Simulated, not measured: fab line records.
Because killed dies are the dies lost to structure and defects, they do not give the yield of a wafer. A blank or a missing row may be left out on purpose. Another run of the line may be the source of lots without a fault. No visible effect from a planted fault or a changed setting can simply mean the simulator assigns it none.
Comparing a struck lot with a sound one + flow n5-finfet + 16 out of 1938 route steps
Sound: these wafers, L226.1, L226.3, L226.5. Wafers struck: L227.1, L227.3, L227.5. The cause is named last.
At each step with rows: each side's tool, then ch and its chambers, then its first start. Under that, the readings that differ: sound wafers + struck wafers + difference of the means + sigmas: that difference in standard deviations of wafers without a fault.
alike: same words and numbers on both sides, and readings whose means sit less than 2 such deviations apart. not compared: any withheld reading, any reading some wafer has no value for, any bound like >300 that may hide the same value, and any number with overlapping values for which the record gives no deviation.
Wherever a step has rows on one side only, a row that says differs or no value, or a row with sigmas, the two part there. Numbers that have no deviation but don't overlap get no sigmas and don't part them. A reading that every wafer of one side lacks parts them only if that side has two wafers or more.

first, 1 step without rows for these wafers: N5_BEOL_M3_PRE_CLEAN_45 (time 30 s).
N5_BEOL_M3_ALD_84: deposits TaN, pulse time 2 s, purge time 3 s, co reactant purge time 2 s.
  sound on ald-metal-01 ch 1,2,3, day 9 20:19; struck on ald-metal-03 ch 1,2,3, day 10 06:32
  alike: heater-power-w
then, 4 steps without rows for these wafers: N5_BEOL_M3_SURFACE_TREAT_85; N5_BEOL_M3_CVD_47 (deposits Co from CCTBA/H2, target thk 3 nm, time 223.8 s); N5_BEOL_M3_SPUTTER_48 (material Cu, target thk 4.5 nm, time 8.29 s); N5_BEOL_M3_ANNEAL_49 (time 240 s).
N5_BEOL_M3_SPUTTER_79: material Cu, target thk 4.5 nm, time 8.29 s.
  struck on pvd-sputter-03, day 10 07:40; sound on pvd-sputter-01, day 9 21:02
  alike: chamber-pressure-pa, chuck-gas-flow-sccm, chuck-sensor-temp-C, throttle-valve-pct
then, 2 steps without rows for these wafers: N5_BEOL_M3_ANNEAL_80 (time 240 s); N5_BEOL_M3_SPUTTER_81 (material Cu, target thk 4.5 nm, time 8.29 s).
N5_BEOL_M3_ANNEAL_82: time 240 s.
  struck on pvd-sputter-03, day 10 07:58; sound on pvd-sputter-01, day 9 21:20
  alike: heater-power-w, susceptor_temp_C_max
N5_BEOL_M3_SPUTTER_86: material Cu, target thk 4.5 nm, time 8.29 s.
  struck on pvd-sputter-03, day 10 08:06; sound on pvd-sputter-01, day 9 21:28
  alike: chamber-pressure-pa, chuck-gas-flow-sccm, chuck-sensor-temp-C, throttle-valve-pct
N5_BEOL_M3_ANNEAL_87: time 240 s.
  struck on pvd-sputter-03, day 10 08:11; sound on pvd-sputter-01, day 9 21:33
  alike: heater-power-w, susceptor_temp_C_max
N5_BEOL_M3_SPUTTER_88: material Cu, target thk 4.5 nm, time 8.29 s.
  struck on pvd-sputter-03, day 10 08:19; sound on pvd-sputter-01, day 9 21:41
  no value came back on the struck wafers for chamber-pressure-pa (Pa), chuck-gas-flow-sccm (sccm), chuck-sensor-temp-C (C), throttle-valve-pct (%); on the sound wafers chamber-pressure-pa (Pa) reads 0.06991 0.07028 0.06985
then, 1 step without rows for these wafers: N5_BEOL_M3_ANNEAL_89 (time 240 s).
N5_BEOL_M4_RC_MEAS_101:
  sound on prober-02 ch 0, day 10 08:01; struck on prober-02 ch 0, day 11 04:22
  alike: DIBL_N, DIBL_P, IOFF_N, IOFF_P, ION_N, ION_P, SS_N, SS_P, VT_N, VT_P
-- a jump in the record: the struck wafers' starts before and after are 4 days apart (it breaks off in module BEOL_M4 and resumes in module PASSIVATION, where the first step shown is number 1936 of the route) --
N5_PASSIVATION_PROBE_49:
  record: rows for the struck wafers here (prober-02, day 15 03:39), none for the sound ones

WHERE THEY PART
Last at N5_PASSIVATION_PROBE_49 as far as this record goes, first at N5_BEOL_M3_SPUTTER_88.

WHY: what had been put in by the simulator
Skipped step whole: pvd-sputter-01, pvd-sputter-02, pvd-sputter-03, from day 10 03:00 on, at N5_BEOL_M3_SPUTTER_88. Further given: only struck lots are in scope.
